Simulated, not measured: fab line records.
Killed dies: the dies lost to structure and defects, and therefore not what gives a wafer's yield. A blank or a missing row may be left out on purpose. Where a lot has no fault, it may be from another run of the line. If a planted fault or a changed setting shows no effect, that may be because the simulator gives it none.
fab line records -- flow n5_finfet -- part 2 of 2: steps 4 to 6 of 6
record lots=21, wafers=63, last_day=18
route steps=1938 shown BEOL_M6@1212 BEOL_M7@1266
lots that met no fault: from a run of the same line without faults
start_h: start of the lot's first displayed wafer, in hours after the record's first day -- wait_h: time in hours since the lot's previous step -- " same as the row above -- L1.1+2: several wafers, shown together as one row -- - no value present, or no start provided -- * or withheld: withheld -- < > ~ a bound
route shown NAME@n: names a module that has steps shown in the file, with the first one's number in the route -- usual: the fault-free wafers' mean and standard deviation -- same: alike in all rows -- chamber/n: place in a boat -- sites: per-site readings -- _std_site: their standard deviation -- _edge_site: inner sites' mean taken away from outer sites' mean -- radius_mm: how far each site lies from the wafer's centre -- mask NAME#n: copy n -- behind: tool/chamber where the wafer was last shaped -- hold: what put the lot on hold/how long, in hours/how the hold closed -- device: whichever transistor did not switch (one of n, p or np) -- end of line: the same wafers' tests at the end of the route -- where a step has no rows: the recipe by itself -- killed: at the first sort, the dies lost to defects and structure; wafer yield is something else -- map: the dies of a wafer, with x for killed, . for not killed, _ for no die there
set.NAME: the setting the step ran with; set.NAME@STEP: the setting that earlier step ran with -- model.NAME: the simulator's own value behind a step, which no gauge read
route steps across a sampled set of lots; one table per step, one row per wafer
services: from which hour (start_h, from the record's first day; less than 0 if before it) a tool's chamber was out of use, for how many hours, and why
## steps
# step N5_BEOL_M6_ETCH_66
# recipe chemistry=N2/H2, target=SOC, target_depth_a=800, overetch_a=160, mask_material=SiARC, temp_c=40, time_s=120, ion_energy_ev=200, pressure_mtorr=30, source_w=840, bias_w=150, n2_flow_sccm=200, h2_flow_sccm=200
# usual drypump_motor_current_A=5.8/0.31, h2_flow_sccm=200.0/0.62, oes_product_au=0.62/0.064, rf_vpp_V=523.3/2.5, showerhead_plenum_p_Torr=2.52/0.093, throttle_valve_pct=17.74/0.29
lot.wafer,tool,chamber,start_h,wait_h,drypump_motor_current_A,h2_flow_sccm,oes_product_au,rf_hours_counter_h,rf_vpp_V,showerhead_plenum_p_Torr,throttle_valve_pct
L075.3,rie_diel-05,0,176.33,0.0,5.6,200.1,0.54,226,522.3,2.51,17.71
L075.4,rie_diel-05,2,176.33,0.0,6.2,200.7,0.69,28,525.9,2.55,17.19
L075.6,rie_diel-05,0,176.33,0.0,5.6,199.8,0.54,-,524.1,2.51,17.71
L076.2,rie_diel-04,2,179.69,0.0,5.8,200.0,0.69,21,522.6,2.51,17.69
L076.4,rie_diel-04,3,179.69,0.0,6.1,200.3,0.68,32,523.5,2.46,17.58
L076.5,rie_diel-04,1,179.69,0.0,6.0,201.2,0.55,-,521.7,2.40,17.43
L074.1,rie_diel-03,0,179.74,0.0,5.7,199.6,0.73,7,526.2,2.62,17.68
L074.2,rie_diel-03,1,179.74,0.0,6.0,200.2,0.71,26,523.7,2.49,17.85
L074.3,rie_diel-03,3,179.74,0.0,5.3,200.5,0.63,66,524.9,2.60,17.85
L077.3,rie_diel-03,3,190.89,0.0,5.3,198.9,0.63,70,524.5,2.60,17.86
L077.4,rie_diel-03,0,190.89,0.0,5.7,199.5,0.72,12,525.2,2.62,17.71
L077.6,rie_diel-03,2,190.89,0.0,6.2,200.7,0.63,-,526.9,2.68,18.13
L078.2,rie_diel-04,0,198.82,0.0,5.4,200.1,0.53,203,521.0,2.39,17.74
L078.4,rie_diel-04,1,198.82,0.0,6.0,200.1,0.54,194,520.1,2.40,17.46
L078.6,rie_diel-04,0,198.82,0.0,5.4,200.2,0.54,-,519.9,2.39,17.73
L079.3,rie_diel-04,2,201.27,0.0,5.8,200.6,0.67,29,522.5,2.50,17.69
L079.4,rie_diel-04,1,201.27,0.0,6.0,199.7,0.54,194,519.8,2.40,17.45
L079.5,rie_diel-04,3,201.27,0.0,6.1,199.4,0.67,-,523.0,2.46,17.60
L082.1,rie_diel-05,2,261.59,0.0,6.2,200.3,0.65,54,525.0,2.54,17.25
L082.5,rie_diel-05,2,261.59,0.0,6.2,200.3,0.65,-,525.1,2.54,17.25
L082.6,rie_diel-05,1,261.59,0.0,5.3,201.5,0.58,-,526.2,2.67,17.67
L080.2,rie_diel-03,0,261.76,0.0,5.7,201.0,0.68,32,525.1,2.61,17.76
L080.3,rie_diel-03,1,261.76,0.0,5.9,199.9,0.67,53,521.6,2.48,17.92
L080.4,rie_diel-03,2,261.76,0.0,6.2,199.8,0.62,98,526.9,2.67,18.17
L085.4,rie_diel-05,3,268.94,0.0,5.8,199.7,0.57,204,522.7,2.53,18.28
L085.5,rie_diel-05,1,268.94,0.0,5.3,199.7,0.59,-,527.0,2.67,17.68
L085.6,rie_diel-05,2,268.94,0.0,6.2,200.2,0.65,-,525.9,2.54,17.24
L083.2,rie_diel-04,0,273.05,0.0,5.4,199.8,0.52,228,519.3,2.38,17.79
L083.3,rie_diel-04,3,273.05,0.0,6.1,200.3,0.65,65,522.2,2.45,17.63
L083.4,rie_diel-04,1,273.05,0.0,6.0,200.6,0.53,216,520.4,2.39,17.49
L086.1,rie_diel-05,1,275.67,0.0,5.3,199.4,0.58,130,528.1,2.67,17.69
L086.3,rie_diel-05,2,275.67,0.0,6.2,199.5,0.64,57,523.8,2.54,17.26
L086.4,rie_diel-05,0,275.67,0.0,5.6,199.6,0.75,4,522.7,2.50,17.32
L084.1,rie_diel-05,3,276.17,0.0,5.9,200.0,0.56,206,522.9,2.53,18.28
L084.2,rie_diel-05,1,276.17,0.0,5.3,199.1,0.58,130,528.3,2.67,17.68
L084.4,rie_diel-05,0,276.17,0.0,5.6,199.1,0.74,4,521.9,2.50,17.32
L087.3,rie_diel-04,1,279.50,0.0,6.0,200.8,0.53,218,520.7,2.39,17.48
L087.5,rie_diel-04,1,279.50,0.0,6.0,200.8,0.53,-,519.7,2.39,17.48
L087.6,rie_diel-04,2,279.50,0.0,5.8,200.7,0.64,-,522.7,2.49,17.74
L088.3,rie_diel-05,0,279.67,0.0,5.6,201.2,0.75,5,521.1,2.50,17.32
L088.5,rie_diel-05,2,279.67,0.0,6.2,200.0,0.65,-,524.8,2.54,17.25
L088.6,rie_diel-05,3,279.67,0.0,5.8,200.4,0.56,-,521.5,2.53,18.28
L090.1,rie_diel-05,0,284.56,0.0,5.6,200.3,0.74,6,523.0,2.50,17.33
L090.4,rie_diel-05,2,284.56,0.0,6.2,200.1,0.65,60,525.1,2.54,17.26
L090.6,rie_diel-05,3,284.56,0.0,5.8,200.1,0.56,-,522.4,2.53,18.30
L091.1,rie_diel-03,3,293.24,0.0,5.3,200.5,0.61,101,525.8,2.59,17.90
L091.3,rie_diel-03,2,293.24,0.0,6.2,199.8,0.61,107,526.9,2.67,18.19
L091.5,rie_diel-03,1,293.24,0.0,6.0,200.4,0.67,-,521.9,2.47,17.94
L093.2,rie_diel-04,1,305.12,0.0,6.0,201.0,0.52,226,519.6,2.39,17.50
L093.3,rie_diel-04,0,305.12,0.0,5.4,200.0,0.51,237,518.5,2.37,17.81
L093.4,rie_diel-04,3,305.12,0.0,6.2,199.4,0.63,75,521.4,2.45,17.65
L094.2,rie_diel-04,1,313.69,0.0,6.0,201.3,0.52,229,519.8,2.38,17.52
L094.4,rie_diel-04,2,313.69,0.0,5.8,199.9,0.63,66,521.2,2.49,17.77
L094.5,rie_diel-04,3,313.69,0.0,6.2,200.8,0.63,-,523.3,2.45,17.65
L095.2,rie_diel-04,3,317.57,0.0,6.1,199.6,0.63,80,522.4,2.45,17.66
L095.5,rie_diel-04,1,317.57,0.0,6.0,201.2,0.52,-,519.4,2.38,17.50
L095.6,rie_diel-04,0,317.57,0.0,5.4,199.9,0.51,-,521.0,2.37,17.81
L096.2,rie_diel-04,3,324.81,0.0,6.2,199.3,0.62,82,520.1,2.44,17.65
L096.3,rie_diel-04,0,324.81,0.0,5.4,198.3,0.51,244,519.7,2.37,17.83
L096.5,rie_diel-04,1,324.81,0.0,6.0,200.3,0.52,-,520.5,2.38,17.50
L097.2,rie_diel-03,3,337.79,0.0,5.3,199.7,0.59,116,524.2,2.58,17.94
L097.3,rie_diel-03,0,337.79,0.0,5.7,199.9,0.65,54,525.6,2.60,17.78
L097.5,rie_diel-03,0,337.79,0.0,5.7,199.5,0.65,-,523.9,2.60,17.78
# step N5_BEOL_M6_CURE_75
# recipe temp_c=370, time_s=120, ambient=DMADMS/He, material=SiCOH_lowk
# usual lamp_power_pct=52.32/0.053, wafer_temp_C_max=371.8/0.74
lot.wafer,tool,chamber,start_h,wait_h,lamp_power_pct,wafer_temp_C_max
L075.3,uv_cure-03,0,176.97,0.1,52.29,371.6
L075.4,uv_cure-03,0,176.97,0.1,52.32,372.5
L075.6,uv_cure-03,0,176.97,0.1,52.29,372.7
L076.2,uv_cure-02,1,180.28,0.1,52.32,371.0
L076.4,uv_cure-02,1,180.28,0.1,52.32,371.2
L076.5,uv_cure-02,1,180.28,0.1,52.41,371.2
L074.1,uv_cure-03,1,180.47,0.2,52.35,372.1
L074.2,uv_cure-03,1,180.47,0.2,52.31,371.9
L074.3,uv_cure-03,1,180.47,0.2,52.24,372.7
L077.3,uv_cure-02,2,191.55,0.1,52.33,372.0
L077.4,uv_cure-02,2,191.55,0.1,52.39,371.6
L077.6,uv_cure-02,2,191.55,0.1,52.34,371.9
L078.2,uv_cure-02,1,199.41,0.1,52.35,370.6
L078.4,uv_cure-02,1,199.41,0.1,52.26,370.7
L078.6,uv_cure-02,1,199.41,0.1,52.36,371.0
L079.3,uv_cure-01,0,201.91,0.1,52.32,371.4
L079.4,uv_cure-01,0,201.91,0.1,52.32,371.2
L079.5,uv_cure-01,0,201.91,0.1,52.41,371.9
L082.1,uv_cure-02,0,262.13,0.0,52.40,372.1
L082.5,uv_cure-02,0,262.13,0.0,52.34,371.7
L082.6,uv_cure-02,0,262.13,0.0,52.24,371.7
L080.2,uv_cure-02,1,262.48,0.1,52.27,371.4
L080.3,uv_cure-02,1,262.48,0.1,52.33,371.3
L080.4,uv_cure-02,1,262.48,0.1,52.41,371.5
L085.4,uv_cure-02,1,269.64,0.2,52.37,371.5
L085.5,uv_cure-02,1,269.64,0.2,52.35,371.0
L085.6,uv_cure-02,1,269.64,0.2,52.34,370.8
L083.2,uv_cure-01,2,273.64,0.1,52.25,372.3
L083.3,uv_cure-01,2,273.64,0.1,52.39,372.9
L083.4,uv_cure-01,2,273.64,0.1,52.35,374.1
L086.1,uv_cure-02,0,276.51,0.0,52.27,371.0
L086.3,uv_cure-02,0,276.51,0.0,52.31,371.2
L086.4,uv_cure-02,0,276.51,0.0,52.38,371.0
L084.1,uv_cure-01,1,276.90,0.0,52.35,370.8
L084.2,uv_cure-01,1,276.90,0.0,52.37,371.0
L084.4,uv_cure-01,1,276.90,0.0,52.45,371.6
L087.3,uv_cure-01,0,280.14,0.1,52.31,371.1
L087.5,uv_cure-01,0,280.14,0.1,52.36,372.1
L087.6,uv_cure-01,0,280.14,0.1,52.25,371.3
L088.3,uv_cure-02,2,280.31,0.1,52.28,371.4
L088.5,uv_cure-02,2,280.31,0.1,52.24,371.8
L088.6,uv_cure-02,2,280.31,0.1,52.34,371.8
L090.1,uv_cure-02,0,285.10,0.0,52.17,370.9
L090.4,uv_cure-02,0,285.10,0.0,52.28,371.3
L090.6,uv_cure-02,0,285.10,0.0,52.32,371.5
L091.1,uv_cure-02,1,293.88,0.0,52.32,370.9
L091.3,uv_cure-02,1,293.88,0.0,52.39,370.9
L091.5,uv_cure-02,1,293.88,0.0,52.34,371.2
L093.2,uv_cure-01,0,305.99,0.3,52.37,371.5
L093.3,uv_cure-01,0,305.99,0.3,52.37,371.2
L093.4,uv_cure-01,0,305.99,0.3,52.31,372.0
L094.2,uv_cure-03,1,314.40,0.1,52.28,374.1
L094.4,uv_cure-03,1,314.40,0.1,52.31,372.4
L094.5,uv_cure-03,1,314.40,0.1,52.40,372.6
L095.2,uv_cure-01,2,318.16,0.1,52.26,373.1
L095.5,uv_cure-01,2,318.16,0.1,52.25,373.8
L095.6,uv_cure-01,2,318.16,0.1,52.37,373.2
L096.2,uv_cure-02,0,325.41,0.1,52.25,371.3
L096.3,uv_cure-02,0,325.41,0.1,52.31,370.8
L096.5,uv_cure-02,0,325.41,0.1,52.32,371.7
L097.2,uv_cure-03,2,338.38,0.1,52.37,371.3
L097.3,uv_cure-03,2,338.38,0.1,52.37,371.6
L097.5,uv_cure-03,2,338.38,0.1,52.32,371.0
# step N5_BEOL_M7_PECVD_70
# recipe material=SiO2, target_thk_a=200, temp_c=400, precursor=TEOS/O2, pressure_torr=5.5, rf_w=450, teos_flow_sccm=53.8, gas=O2, flow_sccm=3000, time_s=22.7
# usual heater_power_w=723/93, showerhead_plenum_p_Torr=8.80/0.051, throttle_valve_pct=22.3/1.3
lot.wafer,tool,chamber,start_h,wait_h,heater_power_w,showerhead_plenum_p_Torr,throttle_valve_pct
L075.3,pecvd-02,0,179.90,0.0,884,8.77,22.5
L075.4,pecvd-02,1,179.90,0.0,803,8.84,22.5
L075.6,pecvd-02,2,179.90,0.0,892,8.83,21.2
L076.2,pecvd-04,1,182.87,0.0,763,8.86,24.5
L076.4,pecvd-04,1,182.87,0.0,619,8.84,24.5
L076.5,pecvd-04,0,182.87,0.0,588,8.80,20.8
L074.1,pecvd-02,0,183.12,0.0,886,8.77,22.6
L074.2,pecvd-02,2,183.12,0.0,893,8.83,21.0
L074.3,pecvd-02,1,183.12,0.0,720,8.79,22.7
L077.3,pecvd-03,1,195.09,0.0,689,8.67,22.1
L077.4,pecvd-03,2,195.09,0.0,670,8.82,19.9
L077.6,pecvd-03,0,195.09,0.0,702,8.67,22.4
L078.2,pecvd-04,0,201.89,0.0,563,8.80,20.9
L078.4,pecvd-04,2,201.89,0.0,581,8.83,21.7
L078.6,pecvd-04,0,201.89,0.0,570,8.77,20.9
L079.3,pecvd-04,1,204.59,0.0,745,8.86,24.9
L079.4,pecvd-04,1,204.59,0.0,729,8.87,24.6
L079.5,pecvd-04,0,204.59,0.0,674,8.79,20.7
L082.1,pecvd-04,2,264.95,0.0,578,8.82,22.1
L082.5,pecvd-04,2,264.95,0.0,566,8.85,21.8
L082.6,pecvd-04,1,264.95,0.0,750,8.87,24.7
L080.2,pecvd-02,1,266.44,0.0,826,8.82,22.6
L080.3,pecvd-02,0,266.44,0.0,770,8.78,23.0
L080.4,pecvd-02,1,266.44,0.0,837,8.80,22.4
L085.4,pecvd-03,1,273.89,0.1,782,8.67,22.1
L085.5,pecvd-03,0,273.89,0.1,703,8.66,22.4
L085.6,pecvd-03,2,273.89,0.1,712,8.83,20.8
L083.2,pecvd-04,1,276.58,0.0,686,8.82,24.7
L083.3,pecvd-04,2,276.58,0.0,606,8.82,21.9
L083.4,pecvd-04,1,276.58,0.0,711,8.86,24.6
L086.1,pecvd-04,0,280.91,0.0,650,8.80,20.8
L086.3,pecvd-04,2,280.91,0.0,692,8.83,22.0
L086.4,pecvd-04,0,280.91,0.0,629,8.78,20.8
L084.1,pecvd-04,2,281.71,0.0,635,8.82,22.3
L084.2,pecvd-04,1,281.71,0.0,770,8.86,24.3
L084.4,pecvd-04,0,281.71,0.0,548,8.79,21.3
L087.3,pecvd-03,1,284.23,0.0,738,8.63,22.2
L087.5,pecvd-03,1,284.23,0.0,745,8.66,22.1
L087.6,pecvd-03,2,284.23,0.0,698,8.84,20.1
L088.3,pecvd-02,2,284.55,0.0,880,8.85,21.1
L088.5,pecvd-02,1,284.55,0.0,716,8.84,22.4
L088.6,pecvd-02,0,284.55,0.0,908,8.77,22.5
L090.1,pecvd-04,1,287.78,0.0,754,8.87,24.9
L090.4,pecvd-04,1,287.78,0.0,739,8.86,24.6
L090.6,pecvd-04,2,287.78,0.0,677,8.85,22.3
L091.1,pecvd-02,2,297.50,0.0,884,8.83,21.1
L091.3,pecvd-02,1,297.50,0.0,821,8.79,22.6
L091.5,pecvd-02,0,297.50,0.0,901,8.76,22.9
L093.2,pecvd-04,2,311.80,0.0,683,8.84,22.1
L093.3,pecvd-04,0,311.80,0.0,563,8.79,20.8
L093.4,pecvd-04,0,311.80,0.0,573,8.81,21.1
L094.2,pecvd-02,2,317.73,0.0,796,8.82,21.2
L094.4,pecvd-02,2,317.73,0.0,798,8.83,21.1
L094.5,pecvd-02,0,317.73,0.0,761,8.76,22.7
L095.2,pecvd-02,1,321.40,0.0,705,8.83,22.4
L095.5,pecvd-02,0,321.40,0.0,804,8.77,23.1
L095.6,pecvd-02,1,321.40,0.0,699,8.82,22.7
L096.2,pecvd-04,1,330.74,0.0,652,8.85,24.3
L096.3,pecvd-04,2,330.74,0.0,668,8.80,22.3
L096.5,pecvd-04,1,330.74,0.0,668,8.84,24.7
L097.2,pecvd-04,2,341.77,0.0,708,8.83,22.4
L097.3,pecvd-04,1,341.77,0.0,675,8.87,24.5
L097.5,pecvd-04,1,341.77,0.0,698,8.85,24.7
## services
tool,chamber,start_h,hours,kind
pecvd-04,2,164.70,2.1,scheduled_down
pecvd-04,1,173.69,4.9,repair
pecvd-04,-,177.58,2.6,repair
pecvd-02,2,185.99,5.5,scheduled_down
uv_cure-01,-,188.15,9.1,repair
rie_diel-03,3,191.96,1.7,repair
pecvd-02,2,196.13,23.6,repair
uv_cure-02,-,202.12,7.5,pm
uv_cure-01,-,208.53,7.5,pm
rie_diel-03,0,210.20,8.6,repair
rie_diel-03,1,224.57,8.3,repair
uv_cure-01,-,236.77,2.1,pm
rie_diel-05,0,244.10,-,clean
rie_diel-05,0,244.10,-,consumable_replace:focus_ring
pecvd-02,2,250.05,17.9,repair
rie_diel-04,1,254.81,4.4,repair
pecvd-03,-,258.91,2.8,pm
uv_cure-01,-,262.11,5.0,pm
pecvd-02,0,271.09,5.5,scheduled_down
pecvd-03,-,284.92,28.1,pm
pecvd-03,2,320.47,5.5,scheduled_down
pecvd-03,1,326.76,-,clean
pecvd-03,1,326.76,29.5,scheduled_down
pecvd-02,1,333.00,5.5,scheduled_down
